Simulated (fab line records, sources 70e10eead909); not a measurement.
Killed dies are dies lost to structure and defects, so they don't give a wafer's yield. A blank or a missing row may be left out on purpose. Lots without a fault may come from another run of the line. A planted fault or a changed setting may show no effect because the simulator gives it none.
fab line records | flow nand_harc
record lots=6 wafers=18 last_day=33
route steps=1302 shown A_CONTACT@1072 END@1302
lots that met no fault: from a run of the same line without faults
start_h: hours from the record's first day to the start of the lot's first wafer shown | wait_h: hours since the lot's step before | " the same as in the row above | L1.1+2: a row that stands for several wafers | - no value, or no start given | * or withheld: withheld | < > ~ a bound
route shown NAME@n: a module of which the file shows steps, and the number in the route of the first | usual: mean/standard deviation of fault-free wafers | same: alike in all rows | chamber/n: place in a boat | sites: the reading at each site | _std_site: their standard deviation | _edge_site: outer sites' mean less inner sites' | radius_mm: how far each site lies from the wafer's centre | mask NAME#n: copy n | behind: the tool/chamber that last shaped the wafer | hold: why the lot was held/for how many hours/how that ended | device: the transistor (n, p or np) that didn't switch | end of line: the same wafers' tests at the end of the route | a step without rows: its recipe alone | killed: dies lost to structure and defects at the first sort, not the wafer's yield | map: a wafer's dies, x killed, . not, _ none there
set.NAME: the setting as run; set.NAME@STEP: as run at that earlier step | model.NAME: the simulator's own value behind a step, which no gauge read
lots at some steps of the route; a table a step, a row a wafer
services: from which hour (start_h, from the record's first day; less than 0 if before it) a tool's chamber was out of use, for how many hours, and why
## steps
# step NHARC_A_CONTACT_COAT_02
# recipe spin_rpm=1500 resist_thk_nm=90
# step NHARC_A_CONTACT_SOFTBAKE_03
# recipe temp_c=105 time_s=55
# step NHARC_A_CONTACT_EBR_04
# step NHARC_A_CONTACT_EXPOSE_05
# recipe na=1.35 sigma_outer=0.8 dose_mj=84.24 mask_id=A_CC
# step NHARC_A_CONTACT_PEB_06
# recipe peb_temp_c=100 peb_time_s=65
# step NHARC_A_CONTACT_DEVELOP_07
# recipe develop_time_s=35 dev_temp_c=23
# step NHARC_A_CONTACT_CD_MEAS_08
# recipe target_cd_nm=200 landing_energy_ev=500
# usual cd_nm=200.1/0.46
# columns lot.wafer tool chamber start_h wait_h cd_nm
L881.2 cd_sem-03 0 517.63 - 199.8
L881.5 " 0 " " 200.5
L881.6 " 0 " " 199.8
L889.2 cd_sem-02 0 623.12 - 200.1
L889.3 " 0 " " 200.1
L889.6 " 0 " " 200.3
L892.1 cd_sem-01 0 624.67 - 198.8
L892.5 " 0 " " 198.8
L892.6 " 0 " " 199.4
L896.1 cd_sem-02 0 654.22 - 200.5
L896.3 " 0 " " 200.6
L896.4 " 0 " " 201.0
L902.1 cd_sem-02 0 724.55 - 199.8
L902.3 " 0 " " 199.3
L902.6 " 0 " " 199.2
L904.2 cd_sem-02 0 737.94 - 200.8
L904.3 " 0 " " 200.1
L904.4 " 0 " " 200.6
# step NHARC_A_CONTACT_OVL_MEAS_09
# usual overlay_x_nm=0.0/0.82 overlay_y_nm=0.1/0.93
# columns lot.wafer tool chamber start_h wait_h overlay_x_nm overlay_y_nm
L881.2 overlay-02 - 517.72 - -1.5 0.1
L881.5 " - " " -1.3 0.1
L881.6 " - " " -1.0 0.3
L889.2 overlay-02 - 623.20 - -0.4 -1.8
L889.3 " - " " -0.4 -1.7
L889.6 " - " " -1.0 -1.6
L892.1 overlay-01 - 624.76 - -0.2 0.4
L892.5 " - " " 0.3 -0.3
L892.6 " - " " 1.1 0.1
L896.1 overlay-02 - 654.31 - 0.0 0.1
L896.3 " - " " 0.0 0.2
L896.4 " - " " 0.1 -0.4
L902.1 overlay-02 - 724.64 - -1.1 0.7
L902.3 " - " " -1.1 1.1
L902.6 " - " " -1.5 0.8
L904.2 overlay-01 - 738.04 - 0.6 0.4
L904.3 " - " " 0.3 -0.1
L904.4 " - " " 0.6 0.7
# step NHARC_A_CONTACT_INSPECT_10
# usual raw_defect_count=75/37
# columns lot.wafer tool chamber start_h wait_h raw_defect_count
L881.2 defect_inspect-02 - 517.75 0.0 160
L881.5 " - " " 116
L881.6 " - " " 137
L889.2 defect_inspect-02 - 623.24 0.0 73
L889.3 " - " " 67
L889.6 " - " " 71
L892.1 defect_inspect-02 - 624.79 0.0 111
L892.5 " - " " 121
L892.6 " - " " 129
L896.1 defect_inspect-01 - 654.35 0.0 49
L896.3 " - " " 48
L896.4 " - " " 44
L902.1 defect_inspect-01 - 724.67 0.0 63
L902.3 " - " " 81
L902.6 " - " " 62
L904.2 defect_inspect-01 - 738.08 0.0 89
L904.3 " - " " 98
L904.4 " - " " 77
# step NHARC_A_CONTACT_DESCUM_13
# recipe time_s=3 o2_flow_sccm=200 ar_flow_sccm=0 bias_power_w=0 chemistry=O2
# usual drypump_motor_current_A=5.8/0.42 oes_product_au=1.000/0.0078 rf_vpp_V=57.7/0.89 showerhead_plenum_p_Torr=1.87/0.059 throttle_valve_pct=11.312/0.0085
# columns lot.wafer tool chamber start_h wait_h drypump_motor_current_A oes_product_au rf_hours_counter_h rf_vpp_V showerhead_plenum_p_Torr throttle_valve_pct
L881.2 rie_diel-12 3 517.84 0.1 5.8 0.997 11 57.9 1.78 11.307
L881.5 " 0 " " 5.8 0.983 - 58.8 1.94 11.300
L881.6 " 1 " " 6.3 0.996 - 57.8 1.92 11.311
L889.2 rie_diel-04 3 623.30 0.1 6.2 1.004 20 56.4 1.78 11.299
L889.3 " 0 " " 5.5 1.011 23 58.6 1.85 11.311
L889.6 " 3 " " 6.2 1.001 - 58.8 1.78 11.301
L892.1 rie_diel-04 0 624.86 0.1 5.5 1.004 23 57.4 1.85 11.299
L892.5 " 3 " " 6.2 0.993 - 57.2 1.78 11.310
L892.6 " 0 " " 5.5 1.005 - 57.0 1.85 11.313
L896.4 rie_diel-12 2 654.41 0.1 5.2 0.988 3 58.0 1.89 11.322
L896.1 " 3 " " 5.8 1.010 4 56.8 1.77 11.308
L896.3 " 1 " " 6.2 0.992 3 56.8 1.91 11.302
L902.1 rie_diel-12 0 724.74 0.1 5.8 1.000 15 58.0 1.93 11.316
L902.3 " 1 " " 6.3 1.001 16 57.0 1.91 11.307
L902.6 " 0 " " 5.8 0.992 - 58.6 1.93 11.327
L904.2 rie_diel-12 0 738.15 0.1 5.8 0.992 17 58.1 1.93 11.324
L904.3 " 1 " " 6.3 1.001 18 57.4 1.91 11.318
L904.4 " 2 " " 5.2 1.005 19 57.4 1.88 11.320
# step NHARC_A_CONTACT_ETCH_88
# recipe target_depth_a=390 over_etch_frac=0.3 time_s=65 ion_energy_ev=80 cf4_flow_sccm=150 ar_flow_sccm=0 rf_w=300 bias_w=100 chemistry=CF4
# usual drypump_motor_current_A=5.8/0.4 oes_product_au=1.000/0.0069 rf_vpp_V=150.9/1 run_length_s=86.4/0.45 showerhead_plenum_p_Torr=1.73/0.05 throttle_valve_pct=13.284/0.0093
# columns lot.wafer tool chamber start_h wait_h drypump_motor_current_A oes_product_au rf_hours_counter_h rf_vpp_V run_length_s showerhead_plenum_p_Torr throttle_valve_pct
L881.2 rie_diel-12 0 517.90 0.1 5.8 0.991 10 151.8 85.9 1.79 13.279
L881.5 " 3 " " 5.8 1.009 - 151.3 87.1 1.66 13.289
L881.6 " 0 " " 5.8 0.993 - 151.9 85.7 1.79 13.277
L889.2 rie_diel-04 3 623.38 0.1 6.2 1.002 20 148.5 85.6 1.65 13.278
L889.3 " 0 " " 5.5 1.013 23 150.7 86.4 1.71 13.293
L889.6 " 3 " " 6.2 0.998 - 149.6 86.2 1.65 13.274
L892.1 rie_diel-04 2 624.96 0.1 5.3 1.002 13 149.1 87.2 1.68 13.287
L892.5 " 2 " " 5.3 1.003 - 150.8 87.2 1.68 13.284
L892.6 " 3 " " 6.2 1.002 - 150.1 85.9 1.65 13.286
L896.1 rie_diel-12 2 654.49 0.1 5.2 1.000 3 151.3 86.4 1.75 13.283
L896.4 " 3 " " 5.8 1.011 4 149.0 87.3 1.65 13.287
L896.3 " 1 " " 6.3 1.002 3 150.3 86.6 1.77 13.272
L902.1 rie_diel-12 1 724.82 0.1 6.3 1.001 16 151.8 87.1 1.77 13.275
L902.3 " 0 " " 5.8 1.005 15 151.3 86.1 1.78 13.276
L902.6 " 2 " " 5.2 1.001 - 151.1 86.3 1.74 13.268
L904.2 rie_diel-12 3 738.23 0.1 5.8 0.996 17 148.3 87.0 1.64 13.291
L904.3 " 0 " " 5.8 0.990 17 152.3 85.8 1.78 13.296
L904.4 " 1 " " 6.2 0.999 18 153.1 86.6 1.77 13.280
# step NHARC_A_CONTACT_ETCH_89
# recipe target_depth_a=2600 over_etch_frac=0.3 time_s=475.3 ion_energy_ev=200 n2_flow_sccm=150 h2_flow_sccm=150 ar_flow_sccm=0 rf_w=400 bias_w=150 chemistry=N2/H2
# usual drypump_motor_current_A=5.8/0.4 oes_product_au=1.000/0.0077 rf_vpp_V=429.2/2 run_length_s=496.8/0.42 showerhead_plenum_p_Torr=2.00/0.063 throttle_valve_pct=14.172/0.0084
# columns lot.wafer tool chamber start_h wait_h drypump_motor_current_A oes_product_au rf_hours_counter_h rf_vpp_V run_length_s showerhead_plenum_p_Torr throttle_valve_pct
L881.2 rie_diel-12 1 - - 6.2 1.009 11 430.9 496.7 2.05 14.172
L881.6 " 3 " " 5.8 1.011 - 425.9 497.8 1.89 14.166
L881.5 " 0 " " 5.8 0.998 - 431.6 496.7 2.07 14.173
L889.2 rie_diel-04 1 - - 5.7 1.000 23 430.4 496.6 2.01 14.184
L889.3 " 0 " " 5.5 1.009 23 428.7 496.6 1.97 14.181
L889.6 " 1 " " 5.7 1.013 - 429.2 496.4 2.01 14.181
L892.1 rie_diel-04 0 - - 5.5 1.008 23 428.2 496.9 1.97 14.164
L892.6 " 0 " " 5.5 0.998 - 427.5 497.1 1.97 14.169
L892.5 " 1 " " 5.7 1.012 - 428.8 497.0 2.01 14.169
L896.4 rie_diel-12 0 - - 5.8 0.984 3 432.0 496.5 2.06 14.173
L896.1 " 1 " " 6.3 1.002 3 430.1 496.7 2.04 14.174
L896.3 " 3 " " 5.8 1.011 4 425.5 497.3 1.89 14.175
L902.3 rie_diel-12 3 - - 5.8 1.003 16 424.5 497.1 1.88 14.159
L902.1 " 1 " " 6.2 0.990 16 430.3 496.7 2.04 14.156
L902.6 " 2 " " 5.2 0.987 - 428.9 496.8 2.01 14.150
L904.3 rie_diel-12 2 - - 5.2 1.004 19 428.7 496.8 2.01 14.164
L904.2 " 3 " " 5.8 1.007 18 426.8 497.2 1.88 14.186
L904.4 " 1 " " 6.3 1.007 18 430.2 496.9 2.04 14.176
# step NHARC_A_CONTACT_ETCH_30
# recipe target_depth_a=726 time_s=36.3 cf4_flow_sccm=100 chf3_flow_sccm=30 ar_flow_sccm=0 rf_w=500 bias_w=200 chemistry=CF4/CHF3
# usual drypump_motor_current_A=5.8/0.42 oes_product_au=0.935/0.018 rf_vpp_V=369.6/1.6 run_length_s=57.7/0.45 showerhead_plenum_p_Torr=1.54/0.043 throttle_valve_pct=16.801/0.0094
# columns lot.wafer tool chamber start_h wait_h drypump_motor_current_A oes_product_au rf_hours_counter_h rf_vpp_V run_length_s showerhead_plenum_p_Torr throttle_valve_pct
L881.2 rie_diel-12 3 518.35 - 5.8 0.930 11 368.6 58.1 1.47 16.806
L881.5 " 1 " " 6.3 0.930 - 370.3 58.2 1.58 16.810
L881.6 " 2 " " 5.2 0.915 - 368.9 57.6 1.56 16.797
L889.2 rie_diel-04 1 623.82 - 5.7 0.928 23 370.2 57.5 1.56 16.802
L889.3 " 0 " " 5.5 0.926 23 368.9 52.1 1.52 16.797
L889.6 " 1 " " 5.7 0.927 - 370.0 57.8 1.56 16.806
L892.1 rie_diel-04 2 625.56 - 5.3 0.954 14 368.3 58.1 1.50 16.814
L892.5 " 0 " " 5.5 0.943 - 370.4 51.8 1.52 16.805
L892.6 " 1 " " 5.7 0.967 - 371.0 57.7 1.55 16.792
L896.1 rie_diel-12 1 654.93 - 6.2 0.933 3 371.2 57.7 1.57 16.796
L896.4 " 2 " " 5.2 0.931 3 369.8 57.7 1.55 16.797
L896.3 " 0 " " 5.8 0.939 3 370.0 57.0 1.59 16.806
L902.1 rie_diel-12 0 725.26 - 5.8 0.957 15 370.9 57.2 1.59 16.810
L902.3 " 2 " " 5.2 0.970 17 369.9 58.1 1.55 16.800
L902.6 " 1 " " 6.2 0.972 - 368.9 58.2 1.57 16.794
L904.2 rie_diel-12 1 738.69 - 6.2 0.908 19 371.6 58.2 1.57 16.796
L904.4 " 2 " " 5.2 0.922 19 370.3 57.7 1.55 16.806
L904.3 " 3 " " 5.8 0.925 18 365.9 58.2 1.46 16.791
# step NHARC_A_CONTACT_ETCH_31
# recipe target_depth_a=28000 over_etch_frac=0.3 time_s=728 ion_energy_ev=150 o2_flow_sccm=400 cos_flow_sccm=20 ar_flow_sccm=0 rf_w=500 bias_w=300 chemistry=O2/COS
# usual drypump_motor_current_A=5.8/0.41 oes_product_au=1.001/0.0079 rf_vpp_V=313.2/1.4 run_length_s=749.4/0.45 showerhead_plenum_p_Torr=3.06/0.09 throttle_valve_pct=28.331/0.0095
# columns lot.wafer tool chamber start_h wait_h drypump_motor_current_A oes_product_au rf_hours_counter_h rf_vpp_V run_length_s showerhead_plenum_p_Torr throttle_valve_pct
L881.2 rie_diel-12 2 - - 5.2 0.984 12 312.7 749.3 3.09 28.341
L881.5 " 3 " " 5.8 1.007 - 312.3 749.9 2.92 28.331
L881.6 " 0 " " 5.8 0.999 - 313.2 749.0 3.16 28.331
L889.3 rie_diel-04 3 - - 6.2 1.009 20 310.5 748.9 2.92 28.352
L889.2 " 1 " " 5.7 1.000 23 312.8 749.2 3.09 28.325
L889.6 " 3 " " 6.2 1.000 - 311.5 749.2 2.92 28.327
L892.1 rie_diel-04 1 - - 5.7 0.996 24 312.2 749.2 3.09 28.319
L892.6 " 1 " " 5.7 0.997 - 314.0 749.4 3.09 28.323
L892.5 " 2 " " 5.3 0.994 - 311.6 749.5 2.97 28.338
L896.1 rie_diel-12 1 - - 6.3 0.993 3 315.3 750.2 3.12 28.307
L896.3 " 2 " " 5.2 1.001 3 313.1 749.7 3.08 28.328
L896.4 " 0 " " 5.8 0.992 3 315.1 748.9 3.15 28.323
L902.1 rie_diel-12 0 - - 5.8 0.991 15 314.7 749.0 3.15 28.323
L902.3 " 2 " " 5.2 1.005 17 313.9 749.2 3.07 28.322
L902.6 " 1 " " 6.3 1.003 - 315.5 749.4 3.12 28.335
L904.2 rie_diel-12 3 - - 5.8 1.010 18 311.4 750.0 2.90 28.341
L904.4 " 1 " " 6.3 0.996 19 314.1 749.7 3.12 28.340
L904.3 " 2 " " 5.2 0.995 19 313.7 749.4 3.07 28.341
# step NHARC_END_SORT_01
# recipe temp_c=25
# usual killed_at_array=50/17 killed_at_other=0.7/1 killed_at_periphery=3.4/2.4 killed_dies=54/17 killed_open=3.3/1.7 killed_short=2.5/1.6
# same gross_dies=677
# columns lot.wafer tool chamber start_h wait_h killed_at_array killed_at_other killed_at_periphery killed_dies killed_open killed_short
L881.2 prober-02 0 567.85 2.8 94 0 2 96 4 4
L881.5 prober-02 0 570.20 3.6 71 0 0 71 3 2
L881.6 prober-02 0 570.99 3.9 53 0 1 54 1 5
L892.1 prober-02 0 673.36 2.5 61 0 5 66 1 5
L892.5 prober-02 0 676.50 3.6 83 1 4 88 3 2
L892.6 prober-02 0 677.29 3.9 70 2 6 78 2 5
L889.2 prober-02 0 681.87 2.8 50 1 5 56 2 1
L889.3 prober-02 0 682.67 3.1 53 1 6 60 5 7
L889.6 prober-02 0 685.07 4.0 51 1 7 59 6 3
L896.1 prober-01 0 707.89 2.5 46 0 6 52 7 3
L896.3 prober-01 0 709.48 3.1 37 2 5 44 1 2
L896.4 prober-01 0 710.27 3.4 43 2 2 47 3 2
L902.1 prober-01 0 778.80 2.5 58 0 2 60 4 1
L902.3 prober-01 0 780.40 3.1 55 0 3 58 4 1
L902.6 prober-01 0 782.81 4.0 52 0 4 56 4 1
L904.2 prober-01 0 791.95 2.8 74 0 2 76 1 1
L904.3 prober-01 0 792.74 3.1 61 1 7 69 4 3
L904.4 prober-01 0 793.54 3.4 49 3 4 56 3 1
# killed by level:class
L881.2 A_SLIT:chamber_film_flake=28 A_CHANNEL_HOLE_D1:chamber_film_flake=26 A_CHANNEL_HOLE_D2:chamber_film_flake=21 A_STAIRCASE:chamber_film_flake=7 A_CONTACT:chamber_film_flake=3 A_WL_FILL:geometric_particle:short=2 A_CHANNEL_FILL_D2:chamber_film_flake=2 P_M0:geometric_particle:open=1
L881.5 A_CHANNEL_HOLE_D1:chamber_film_flake=23 A_CHANNEL_HOLE_D2:chamber_film_flake=20 A_SLIT:chamber_film_flake=14 A_CONTACT:chamber_film_flake=5 A_STAIRCASE:chamber_film_flake=4 A_CHANNEL_FILL_D1:geometric_particle:open=1 A_DECK1_JOINT:geometric_particle:open=1 A_SGD_CUT:geometric_particle:short=1
L881.6 A_SLIT:chamber_film_flake=17 A_CHANNEL_HOLE_D1:chamber_film_flake=11 A_CHANNEL_HOLE_D2:chamber_film_flake=9 A_CONTACT:chamber_film_flake=4 A_STAIRCASE:chamber_film_flake=3 A_BLC:chamber_film_flake=2 A_ONON_D1:geometric_particle:short=1 A_CHANNEL_HOLE_D1:geometric_particle:short=1
L892.1 A_SLIT:chamber_film_flake=35 A_CHANNEL_HOLE_D1:chamber_film_flake=19 P_M1:chamber_film_flake=4 A_CHANNEL_FILL_D1:geometric_particle:short=2 P_BONDPAD:geometric_particle:open=1 A_ONON_D1:geometric_particle:short=1 A_SLIT:geometric_particle:short=1 A_CONTACT:geometric_particle:short=1
L892.5 A_CHANNEL_HOLE_D1:chamber_film_flake=40 A_SLIT:chamber_film_flake=32 A_STAIRCASE:chamber_film_flake=4 A_DECK1_JOINT:chamber_film_flake=2 P_M1:chamber_film_flake=2 P_GATE:geometric_particle:open=1 P_M0:geometric_particle:open=1 A_ONON_D2:geometric_particle:short=1
L892.6 A_SLIT:chamber_film_flake=35 A_CHANNEL_HOLE_D1:chamber_film_flake=18 A_STAIRCASE:chamber_film_flake=6 P_M1:chamber_film_flake=4 A_CHANNEL_FILL_D1:geometric_particle:short=2 A_DECK1_JOINT:geometric_particle:short=2 A_ZERO_WELL:chamber_film_flake=2 A_WL_FILL:chamber_film_flake=2
L889.2 A_SLIT:chamber_film_flake=32 A_CHANNEL_HOLE_D1:chamber_film_flake=4 A_CHANNEL_HOLE_D2:chamber_film_flake=4 A_CHANNEL_FILL_D2:chamber_film_flake=4 P_STI:chamber_film_flake=3 A_STAIRCASE:chamber_film_flake=2 A_WL_FILL:chamber_film_flake=2 P_GATE:geometric_particle:open=1
L889.3 A_SLIT:chamber_film_flake=24 A_CHANNEL_HOLE_D1:chamber_film_flake=6 A_CONTACT:chamber_film_flake=4 P_STI:chamber_film_flake=3 A_CHANNEL_HOLE_D2:chamber_film_flake=3 A_CHANNEL_FILL_D2:geometric_particle:short=2 A_DECK1_JOINT:chamber_film_flake=2 A_STAIRCASE:chamber_film_flake=2
L889.6 A_SLIT:chamber_film_flake=30 A_CHANNEL_HOLE_D2:chamber_film_flake=7 A_CONTACT:chamber_film_flake=4 P_STI:chamber_film_flake=3 A_CHANNEL_HOLE_D1:chamber_film_flake=3 A_M1:chamber_film_flake=2 P_STI:geometric_particle:short=1 P_GATE:geometric_particle:open=1
L896.1 A_CHANNEL_HOLE_D2:chamber_film_flake=17 A_CHANNEL_HOLE_D1:chamber_film_flake=8 A_CHANNEL_FILL_D1:geometric_particle:open=3 A_CHANNEL_FILL_D1:chamber_film_flake=3 P_STI:chamber_film_flake=2 A_SLIT:chamber_film_flake=2 A_WL_FILL:chamber_film_flake=2 A_CONTACT:chamber_film_flake=2
L896.3 A_CHANNEL_HOLE_D2:chamber_film_flake=10 A_CHANNEL_HOLE_D1:chamber_film_flake=6 A_STAIRCASE:chamber_film_flake=5 A_WL_FILL:chamber_film_flake=4 A_CONTACT:chamber_film_flake=4 P_GATE:chamber_film_flake=3 A_SLIT:chamber_film_flake=3 P_CONTACT:chamber_film_flake=2
L896.4 A_CHANNEL_HOLE_D2:chamber_film_flake=11 A_CHANNEL_HOLE_D1:chamber_film_flake=6 A_SLIT:chamber_film_flake=5 A_STAIRCASE:chamber_film_flake=4 A_WL_FILL:chamber_film_flake=4 A_CHANNEL_FILL_D1:chamber_film_flake=3 A_CONTACT:chamber_film_flake=3 A_ONON_D1:geometric_particle:open=1
L902.1 A_CHANNEL_HOLE_D2:chamber_film_flake=27 A_CHANNEL_HOLE_D1:chamber_film_flake=12 A_SLIT:chamber_film_flake=6 A_CONTACT:chamber_film_flake=4 A_M0:chamber_film_flake=3 A_SOURCE_PLATE:geometric_particle:open=1 A_DECK1_JOINT:geometric_particle:short=1 A_CONTACT:geometric_particle:open=1
L902.3 A_CHANNEL_HOLE_D2:chamber_film_flake=26 A_CHANNEL_HOLE_D1:chamber_film_flake=8 A_CONTACT:chamber_film_flake=8 A_SLIT:chamber_film_flake=4 P_ZERO_WELL:chamber_film_flake=3 A_DECK1_JOINT:chamber_film_flake=2 A_STAIRCASE:chamber_film_flake=2 A_ONON_D2:geometric_particle:short=1
L902.6 A_CHANNEL_HOLE_D2:chamber_film_flake=20 A_SLIT:chamber_film_flake=9 A_CONTACT:chamber_film_flake=9 A_CHANNEL_HOLE_D1:chamber_film_flake=8 A_M0:chamber_film_flake=2 P_ZERO_WELL:chamber_film_flake=2 P_GATE:geometric_particle:open=1 A_WL_FILL:geometric_particle:open=1
L904.2 A_SLIT:chamber_film_flake=36 A_CHANNEL_HOLE_D1:chamber_film_flake=12 A_CHANNEL_HOLE_D2:chamber_film_flake=8 A_CONTACT:chamber_film_flake=7 A_ZERO_WELL:chamber_film_flake=6 A_DECK1_JOINT:chamber_film_flake=3 P_GATE:geometric_particle:short=1 A_CHANNEL_FILL_D2:geometric_particle:open=1
L904.3 A_SLIT:chamber_film_flake=26 A_CHANNEL_HOLE_D1:chamber_film_flake=14 A_CHANNEL_HOLE_D2:chamber_film_flake=7 A_CONTACT:chamber_film_flake=7 A_ZERO_WELL:chamber_film_flake=3 P_ZERO_WELL:chamber_film_flake=2 P_CONTACT:geometric_particle:open=1 P_M0:geometric_particle:open=1
L904.4 A_SLIT:chamber_film_flake=25 A_CHANNEL_HOLE_D1:chamber_film_flake=9 A_CONTACT:chamber_film_flake=6 A_CHANNEL_HOLE_D2:chamber_film_flake=4 THIN_TSV:chamber_film_flake=3 P_STI:chamber_film_flake=2 A_ZERO_WELL:chamber_film_flake=2 P_M0:geometric_particle:short=1
## services
# columns tool chamber start_h hours kind
rie_diel-12 0 503.44 - clean
rie_diel-12 1 503.44 - clean
rie_diel-12 2 503.44 - clean
rie_diel-12 3 503.44 - clean
rie_diel-04 0 520.71 8.1 repair
rie_diel-12 0 527.94 - clean
rie_diel-12 1 527.94 - clean
rie_diel-12 2 527.94 - clean
rie_diel-12 3 527.94 - clean
rie_diel-12 2 531.48 8.4 repair
rie_diel-04 - 534.29 9.0 pm
rie_diel-12 0 552.44 - clean
rie_diel-12 1 552.44 - clean
rie_diel-12 2 552.44 - clean
rie_diel-12 3 552.44 - clean
rie_diel-04 0 563.20 2.9 repair
rie_diel-04 2 588.21 18.9 repair
rie_diel-12 1 594.74 4.0 repair
rie_diel-12 2 608.01 8.6 repair
rie_diel-12 - 622.52 9.0 pm
rie_diel-04 2 665.57 6.9 repair
rie_diel-04 1 691.42 4.7 repair
rie_diel-04 3 691.99 6.0 repair
rie_diel-04 - 711.29 9.0 pm
## key
first_sign step=NHARC_A_CONTACT_ETCH_30 reading=run_length_s direction=down sigmas=13 usual=* struck=*
effect none on later readings
met_at NHARC_A_CONTACT_ETCH_30
struck_wafers L889.3,L892.5
tester_left_out L889,L892
fault kind=process_parameter_drift tool=rie_diel-04 chamber=0 onset_h=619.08 steps=NHARC_A_CONTACT_ETCH_30 channel=time_s offset=* shape=step end_h=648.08 acts_in=* stated=*
# tester_left_out: of these lots the tester's yield and bins aren't shown, on N5 and GAA mostly nor the transistor test; their killed dies are dies lost to structure and defects alone, not to doping, threshold or leakage, so they don't give the yield
